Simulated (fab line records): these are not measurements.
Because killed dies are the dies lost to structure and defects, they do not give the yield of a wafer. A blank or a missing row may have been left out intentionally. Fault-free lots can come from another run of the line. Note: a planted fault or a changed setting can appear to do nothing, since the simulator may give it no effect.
fab line records	flow n5Finfet
record lots=4	wafers=12	lastDay=17
route steps=1938 shown MOL_CONTACT_COAG@548 BEOL_M4@1111 PASSIVATION@1936
lots with no fault: from the same line, run without faults
startH: hours from the record's opening day to when the first of the lot's shown wafers began	waitH: time in hours since the lot's previous step	" as in the row above	L1.1+2: a single row standing in for several wafers	- value missing, or start not given	* or withheld: withheld	< > ~ a bound
route shown NAME@n: names a module that has steps shown in the file, with the first one's number in the route	usual: mean/standard deviation taken from wafers without a fault	same: alike in all rows	chamber/n: place in a boat	sites: readings site by site	_std_site: their standard deviation	_edge_site: inner sites' mean taken away from outer sites' mean	radiusMm: for every site, how far away it sits from the centre of the wafer	mask NAME#n: copy n	behind: the last tool/chamber to shape the wafer	hold: why the lot was held/for how many hours/how that ended	device: the transistor (n, p or np) that didn't switch	end of line: the tests these same wafers got at the end of their route	a step without rows: its recipe alone	killed: at the first sort, the dies lost to defects and structure; wafer yield is something else	map: dies across one wafer; x = killed, . = not, _ = none there
set.NAME: the setting as run; set.NAME@STEP: as run at that earlier step	model.NAME: the simulator's own value behind a step, which no gauge read
lots at some steps of the route; a table a step, a row a wafer
services: from which hour (startH, from the record's first day; less than 0 if before it) a tool's chamber was out of use, for how many hours, and why
## steps
# step N5_MOL_CONTACT_COAG_CO_FILL_22
# recipe material=Co	targetThkA=200	tempC=200	precursor=CCTBA/H2	pressureTorr=30
# step N5_MOL_CONTACT_COAG_ANNEAL_113
# recipe tempC=400	timeS=300	ambient=H2/N2
# step N5_MOL_CONTACT_COAG_PRE_CLEAN_142
# recipe gas=H2/He	timeS=60	tempC=300
# step N5_MOL_CONTACT_COAG_SPUTTER_130
# recipe material=Co	targetThkA=475	tempC=25	chamberPressurePa=0.5	powerW=3000
# step N5_MOL_CONTACT_COAG_PRECLEAN_125
# recipe chemistry=DIW	timeS=57.5	tempC=23
# step N5_MOL_CONTACT_COAG_SRD_126
# recipe dryTimeS=32	dry=n2Spin	spinRpm=1500
# step N5_MOL_CONTACT_COAG_CMP_23
# recipe stopOn=SiO2	tOverpolishS=1.5	postCmpClean=cuAlkaline	downForcePsi=2	platenRpm=50.289	padVelocityMS=1.0006	targetThkNm=0
# step N5_MOL_CONTACT_COAG_WET_ETCH_26
# recipe target=Co	targetDepthNm=13
# step N5_MOL_CONTACT_COAG_WET_ETCH_116
# recipe chemistry=SC1-inhibited	targetDepthNm=4.6	dry=ipaMarangoni	rinseTimeS=30	rinseTempC=23
# step N5_MOL_CONTACT_COAG_ALD_27
# recipe material=SiOC	targetThkA=170	tempC=400	aldPrecursorFamily=carbosiloxane	aldCoReactant=H2-plasma	pulseTimeS=1.5	timeS=2720	purgeTimeS=2	coReactantPurgeTimeS=2	aldCycles=340	pressureTorr=2
# step N5_MOL_CONTACT_COAG_CMP_28
# recipe stopOn=SiNx	tOverpolishS=0.85	postCmpClean=alkalineBrush	downForcePsi=4.15	platenRpm=51.8	padVelocityMS=1.0307	targetThkNm=14.522
# usual headPressurePsi=4.150/0.0089	motorCurrentA=12.6/0.96	timeToEndpointS=4.4/2.1
lot.wafer	tool	chamber	startH	waitH	headPressurePsi	motorCurrentA	timeToEndpointS
L119.4	cmp-02	2	126.80	0.8	4.148	12.3	4.0
L119.3	"	0	"	"	4.148	12.6	5.8
L119.5	"	2	"	"	4.156	12.5	4.3
L128.4	cmp-02	0	184.13	0.8	1.245	6.5	14.8
L128.3	"	1	"	"	4.148	12.8	8.2
L128.6	"	0	"	"	1.255	6.2	15.7
L129.2	cmp-02	0	186.25	0.9	1.266	6.3	17.5
L129.5	"	1	"	"	4.152	12.4	7.4
L129.6	"	2	"	"	4.137	12.8	5.4
L131.1	cmp-04	1	196.30	0.8	4.154	12.4	2.1
L131.2	"	2	"	"	4.147	13.0	4.0
L131.4	"	0	"	"	4.151	15.3	2.4
# step N5_MOL_CONTACT_COAG_THK_MEAS_29
# recipe reads=SiNx_of_GATE_CUT_PECVD_57+SiNx_of_GATE_CUT_SAC_CAP_01
# usual MD_CAP_THK=17.94/0.081
lot.wafer	tool	chamber	startH	waitH	MD_CAP_THK[nm]
L119.3	filmMetro-01	-	127.10	-	17.98
L119.4	"	-	"	"	17.95
L119.5	"	-	"	"	17.92
L128.3	filmMetro-02	-	184.43	-	17.96
L128.4	"	-	"	"	18.17
L128.6	"	-	"	"	18.13
L129.2	filmMetro-02	-	186.43	-	18.23
L129.5	"	-	"	"	17.94
L129.6	"	-	"	"	17.96
L131.1	filmMetro-02	-	196.59	-	17.83
L131.2	"	-	"	"	17.86
L131.4	"	-	"	"	17.90
# step N5_MOL_CONTACT_COAG_ALD_123
# recipe material=SiNx	targetThkA=50	tempC=400	aldPrecursorFamily=SiH2I2	aldCoReactant=N2/H2-plasma	pulseTimeS=1	purgeTimeS=2	coReactantPurgeTimeS=2	aldCycles=100	pressureTorr=2
# step N5_MOL_CONTACT_COAG_PECVD_31
# recipe material=SiO2	targetThkA=460	tempC=400	precursor=TEOS/O2	pressureTorr=6.5	rfW=withheld	teosFlowSccm=withheld	gas=O2	flowSccm=2650	timeS=8.9
# step N5_MOL_CONTACT_COAG_COAT_75
# recipe resist=SOC	tempC=250	timeS=60	spinRpm=1500	resistThkNm=60
# step N5_MOL_CONTACT_COAG_COAT_76
# recipe resist=SiARC	tempC=220	timeS=60	spinRpm=1500	resistThkNm=10
# step N5_MOL_CONTACT_COAG_COAT_77
# recipe resist=underlayer	tempC=205	timeS=60	spinRpm=1500	resistThkNm=10
# step N5_MOL_CONTACT_COAG_COAT_78
# recipe resist=CAR-EUV	spinRpm=1500	resistThkNm=40
# step N5_MOL_CONTACT_COAG_EBR_80
# recipe solvent=PGMEA	ebrWidthMm=1.5
# step N5_MOL_CONTACT_COAG_SOFTBAKE_79
# recipe tempC=110	timeS=60	resist=CAR-EUV
# step N5_MOL_CONTACT_COAG_EXPOSE_81
# recipe maskId=VG	na=0.33	sourceShape=annular	sigmaInner=0.3	sigmaOuter=0.7	polarization=unpolarized	defocusNm=0	doseMj=59.5
# step N5_MOL_CONTACT_COAG_PEB_82
# recipe pebTempC=100	pebTimeS=60	resist=CAR-EUV
# step N5_MOL_CONTACT_COAG_DEVELOP_83
# recipe developTimeS=30	developer=TMAH	resist=CAR-EUV	rinseLiquid=surfactantRinse	dry=airSpin	devTempC=23
# step N5_MOL_CONTACT_COAG_DESCUM_88
# recipe chemistry=O2	timeS=7	sourcePowerW=50	biasPowerW=20	pressureMtorr=20	rfFrequencyHz=2.712e+07	tempC=40	resist=CAR-EUV	o2FlowSccm=225
# step N5_MOL_CONTACT_COAG_ETCH_89
# recipe chemistry=N2/H2	target=underlayer	targetDepthA=130	maskMaterial=CAR-EUV	timeS=10.4	ionEnergyEv=200	pressureMtorr=30	sourceW=840	biasW=150	n2FlowSccm=200	h2FlowSccm=200	ends=cleared
# step N5_MOL_CONTACT_COAG_ETCH_90
# recipe chemistry=CF4	target=SiARC	targetDepthA=130	maskMaterial=CAR-EUV	timeS=21.7	ionEnergyEv=80	pressureMtorr=40	sourceW=545	biasW=36	Ar_flow_sccm=100	cf4FlowSccm=100	ends=cleared
# step N5_MOL_CONTACT_COAG_ALD_131
# recipe material=SiO2	targetThkA=50	tempC=100	aldPrecursorFamily=BDEAS	aldCoReactant=O2-plasma	pulseTimeS=1	coReactantPulseTimeS=1	purgeTimeS=2	coReactantPurgeTimeS=2	aldCycles=35	pressureTorr=2
# step N5_MOL_CONTACT_COAG_ETCHBACK_132
# recipe chemistry=CHF3	target=SiO2	targetDepthA=100	timeS=6.7	ionEnergyEv=200	pressureMtorr=30	sourceW=610	biasW=170	Ar_flow_sccm=200	CHF3_flow_sccm=50
# step N5_MOL_CONTACT_COAG_ETCH_91
# recipe chemistry=N2/H2	target=SOC	targetDepthA=600	overetchA=210	maskMaterial=SiARC	tempC=40	timeS=101.2	ionEnergyEv=200	pressureMtorr=30	sourceW=840	biasW=150	n2FlowSccm=200	h2FlowSccm=200
# step N5_MOL_CONTACT_COAG_STRIP_92
# recipe chemistry=N2/H2	tempC=40	n2FlowSccm=200	h2FlowSccm=200	rfFrequencyHz=6e+07
# step N5_MOL_CONTACT_COAG_STRIP_93
# recipe chemistry=N2/H2	tempC=40	n2FlowSccm=200	h2FlowSccm=200	rfFrequencyHz=6e+07
# step N5_MOL_CONTACT_COAG_ETCHBACK_135
# recipe chemistry=CHF3	target=SiO2	targetDepthA=250	timeS=16.7	ionEnergyEv=200	pressureMtorr=30	sourceW=610	biasW=170	Ar_flow_sccm=200	CHF3_flow_sccm=50
# step N5_MOL_CONTACT_COAG_STRIP_118
# recipe chemistry=CHF3	resist=SiARC	rfFrequencyHz=6e+07
# step N5_MOL_CONTACT_COAG_VIA_ETCH_46
# recipe chemistry=C4F6/O2	targetDepthA=460	overetchA=92	maskMaterial=SOC	target=SiO2	biasW=455	pressureMtorr=10	timeS=40	sourceW=325	Ar_flow_sccm=300	C4F6_flow_sccm=10	O2_flow_sccm=10	ionEnergyEv=575.3	ends=endPoint
# step N5_MOL_CONTACT_COAG_STRIP_96
# recipe chemistry=N2/H2	powerW=500	tempC=40	pressureMtorr=50	rfFrequencyHz=6e+07	overashFraction=0.3	biasPowerW=28	h2Frac=0.5	n2FlowSccm=300	h2FlowSccm=300
# step N5_MOL_CONTACT_COAG_ETCH_47
# recipe chemistry=CH3F/O2	target=SiNx	targetDepthA=270	maskMaterial=SiO2	stopOn=W	overEtchFrac=0.2	ionEnergyEv=120	endpoint=OES-CN	pressureMtorr=30	sourceW=395	biasW=73	Ar_flow_sccm=150	CH3F_flow_sccm=30	O2_flow_sccm=20	ends=endPoint
# usual CH3F_flow_sccm=30.00/0.086	drypumpMotorCurrentA=5.6/0.44	etchRfOnTimeS=31.2/0.59	mfcArSccm=149.9/0.46	oesProductAu=0.70/0.079	rfVppV=297/5.7	showerheadPlenumPTorr=2.01/0.079	throttleValvePct=16.29/0.19
lot.wafer	tool	chamber	startH	waitH	CH3F_flow_sccm	drypumpMotorCurrentA	etchRfOnTimeS	mfcArSccm	oesProductAu	rfHoursCounterH	rfVppV	showerheadPlenumPTorr	throttleValvePct	model.etch.depthNm
L119.3	rieDiel-02	0	129.07	0.0	29.95	5.3	31.2	150.7	0.67	168	293	2.01	16.27	17.97
L119.4	"	2	"	"	30.04	5.9	32.0	149.6	0.63	207	287	1.90	16.63	17.93
L119.5	"	1	"	"	30.10	5.7	30.7	149.7	0.72	-	297	1.94	16.22	17.91
L128.3	rieDiel-04	0	186.69	0.0	29.97	5.7	30.9	150.5	0.84	20	305	2.12	16.01	17.93
L128.4	"	3	"	"	30.07	5.8	31.4	149.3	0.67	-	295	2.01	16.29	18.16
L128.6	"	2	"	"	30.09	5.7	31.8	151.1	0.75	-	293	1.96	16.20	18.13
L129.2	rieDiel-02	3	188.94	0.0	30.04	5.7	32.5	149.9	0.61	236	298	2.07	16.34	18.15
L129.5	"	3	"	"	30.08	5.7	32.2	149.5	0.61	-	299	2.07	16.33	17.96
L129.6	"	2	"	"	29.88	5.9	32.1	150.1	0.61	-	287	1.89	16.65	17.94
L131.1	rieDiel-04	2	198.25	0.0	30.11	5.8	30.9	148.9	0.75	73	291	1.96	16.21	17.87
L131.2	"	0	"	"	30.14	5.7	30.3	149.4	0.83	26	302	2.11	16.00	17.88
L131.4	"	3	"	"	29.94	5.8	30.7	150.1	0.66	-	293	2.01	16.29	17.89
# step N5_MOL_CONTACT_COAG_STRIP_119
# recipe chemistry=N2/H2	timeS=30	powerW=1000	tempC=250	pressureMtorr=withheld	n2FlowSccm=1750	h2FlowSccm=3250
# step N5_BEOL_M4_RC_MEAS_101
# usual DIBL_N=36.7/1.8	DIBL_P=37.0/2.4	IOFF_N=0.17/0.036	IOFF_P=0.22/0.042	ION_N=673/12	ION_P=462/8.5	SS_N=71.7/0.62	SS_P=73.4/0.65	VT_N=250/3.7	VT_P=-250/3.7
lot.wafer	tool	chamber	startH	waitH	DIBL_N[mV/V]	DIBL_P[mV/V]	IOFF_N[nA/um]	IOFF_P[nA/um]	ION_N[uA/um]	ION_P[uA/um]	SS_N[mV/dec]	SS_P[mV/dec]	VT_N[mV]	VT_P[mV]
L119.3	prober-01	0	204.87	0.3	35.7	35.7	0.14	0.19	654	454	71.3	73.6	253	-254
L119.4	"	0	"	"	37.8	38.5	0.18	0.23	671	456	71.4	74.5	249	-249
L119.5	"	0	"	"	35.2	35.1	0.13	0.17	659	448	70.6	72.5	255	-255
L129.2	prober-02	0	270.03	0.2	39.2	42.2	0.26	0.34	694	479	71.5	74.5	244	-242
L129.5	"	0	"	"	38.5	41.4	0.24	0.31	704	479	72.3	73.5	242	-242
L129.6	"	0	"	"	38.1	39.3	0.20	0.28	684	472	71.8	73.9	247	-245
L128.3	prober-01	0	280.53	0.3	39.1	41.4	0.23	0.28	696	470	72.7	74.9	245	-249
L128.4	"	0	"	"	35.6	36.4	0.15	0.18	664	452	72.0	73.4	252	-254
L128.6	"	0	"	"	34.9	35.6	0.14	0.18	665	453	71.6	73.1	252	-257
L131.1	prober-02	0	282.67	0.0	41.1	42.3	0.28	0.34	690	472	72.6	74.6	242	-242
L131.2	"	0	"	"	37.4	39.0	0.19	0.27	685	476	71.9	73.4	242	-244
L131.4	"	0	"	"	40.6	43.1	0.30	0.37	707	482	72.6	74.9	239	-240
# step N5_PASSIVATION_PROBE_49
# usual defectLimitedYield=91.1/1.4	killed_at_M0_to_M3=32/9.3	killed_at_M4_up=13/5.8	killedAtContacts=12/6.3	killedAtFrontEnd=44/12	killedAtOther=3.6/2.7	killedDies=104/17	killedOpen=69/13	killedShort=34/6.9	sort_bin_4_leakage=0.00/0.031	sort_bin_5_function=5.2/0.98	sort_bin_6_memory=3.3/0.59	sortNPass=1075/17	sortYieldPct=91.1/1.4
# same grossDies=1180	killedAtBackSide=0	sort_bin_8_speed[%]=0
lot.wafer	tool	chamber	startH	waitH	defectLimitedYield[%]	killed_at_M0_to_M3	killed_at_M4_up	killedAtContacts	killedAtFrontEnd	killedAtOther	killedDies	killedOpen	killedShort	sort_bin_4_leakage[%]	sort_bin_5_function[%]	sort_bin_6_memory[%]	sortNPass	sortYieldPct[%]
L128.3	prober-01	-	387.16	0.1	91.1	35	18	8	41	3	105	68	37	0	6.0	2.5	1075	91.1
L128.4	prober-01	-	387.21	0.2	90.2	34	30	5	46	1	116	77	39	0	5.5	4.2	1064	90.2
L128.6	prober-01	-	387.31	0.3	92.2	21	21	7	37	6	92	56	36	0	4.3	3.1	1088	92.2
L129.6	prober-02	-	391.33	0.3	91.9	25	20	8	42	0	95	63	30	0	4.2	3.6	1085	91.9
L131.2	prober-01	-	398.22	0.1	93.1	18	10	17	36	1	82	57	25	0	3.9	2.5	1098	93.1
# killed by level:class
L128.3 FIN_SAQP:geometricParticle:open=9 BEOL_M3:geometricParticle:open=9 BEOL_M2:geometricParticle:open=7 DUMMY_GATE:geometricParticle:open=6 BEOL_M0_SAQP:geometricParticle:short=6 STI_FIN_REVEAL:geometricParticle:open=5 GATE_CUT:geometricParticle:open=5 BEOL_M4:geometricParticle:open=5
L128.4 BEOL_M4:geometricParticle:open=18 STI_FIN_REVEAL:geometricParticle:open=11 DUMMY_GATE:geometricParticle:open=11 BEOL_M0_SAQP:geometricParticle:short=10 BEOL_M0:geometricParticle:open=7 GATE_CUT:geometricParticle:short=6 MOL_CONTACT_COAG:geometricParticle:open=5 BEOL_M0_SAQP:geometricParticle:open=5
L128.6 BEOL_M4:geometricParticle:open=11 FIN_SAQP:geometricParticle:open=9 FIN_SAQP:geometricParticle:short=5 BEOL_M2:geometricParticle:open=5 DUMMY_GATE:geometricParticle:open=4 MOL_CONTACT_COAG:geometricParticle:open=4 BEOL_M2:geometricParticle:short=4 BEOL_M4:geometricParticle:short=4
L129.6 DUMMY_GATE:geometricParticle:open=8 BEOL_M0_SAQP:geometricParticle:open=8 FIN_SAQP:geometricParticle:short=6 STI_FIN_REVEAL:geometricParticle:open=6 BEOL_M1:geometricParticle:open=6 GATE_CUT:geometricParticle:open=5 MOL_CONTACT_COAG:geometricParticle:open=5 BEOL_M0_SAQP:geometricParticle:short=5
L131.2 MOL_CONTACT_COAG:geometricParticle:open=15 FIN_SAQP:geometricParticle:open=13 FIN_SAQP:geometricParticle:short=7 BEOL_M4:geometricParticle:open=7 GATE_CUT:geometricParticle:open=5 GATE_CUT:geometricParticle:short=4 BEOL_M0_SAQP:geometricParticle:open=4 BEOL_M0_SAQP:geometricParticle:short=4
## services
tool	chamber	startH	hours	kind
rieDiel-04	1	107.92	4.6	repair
cmp-02	-	112.12	4.4	pm
rieDiel-04	0	112.71	-	clean
rieDiel-04	0	112.71	-	consumableReplace:focusRing
rieDiel-04	0	112.71	-	consumableReplace:showerhead
rieDiel-04	0	112.71	17.8	scheduledDown
rieDiel-04	0	112.71	17.8	ventCycle
cmp-04	-	141.14	4.0	pm
cmp-04	-	145.14	-	consumableReplace:conditioner
cmp-04	-	145.14	-	consumableReplace:pad
cmp-02	-	150.48	1.0	repair
rieDiel-04	2	158.20	4.0	repair
rieDiel-04	1	175.91	66.9	repair
## key
firstSign step=N5_MOL_CONTACT_COAG_CMP_28	reading=headPressurePsi	direction=down	sigmas=99+	usual=4.150	struck=1.255
effect step=N5_MOL_CONTACT_COAG_CMP_28	reading=motorCurrentA	direction=down	sigmas=6.5	usual=12.6	struck=6.3
effect step=N5_MOL_CONTACT_COAG_THK_MEAS_29	reading=MD_CAP_THK	direction=up	sigmas=2.8	usual=17.94	struck=18.17
modelEffect step=N5_MOL_CONTACT_COAG_ETCH_47	value=etch.depthNm	without=17.96	struck=18.14
metAt N5_MOL_CONTACT_COAG_CMP_28
struckWafers L128.4,L128.6,L129.2
onsetBetween 126.80 184.13
fault kind=processParameterDrift	tool=cmp-02	chamber=0	onsetH=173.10	steps=N5_MOL_CONTACT_COAG_CMP_28	channel=downForcePsi	offset=-2.8892	shape=step	endH=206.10	actsIn=theseRecipesOnly	stated=4.15
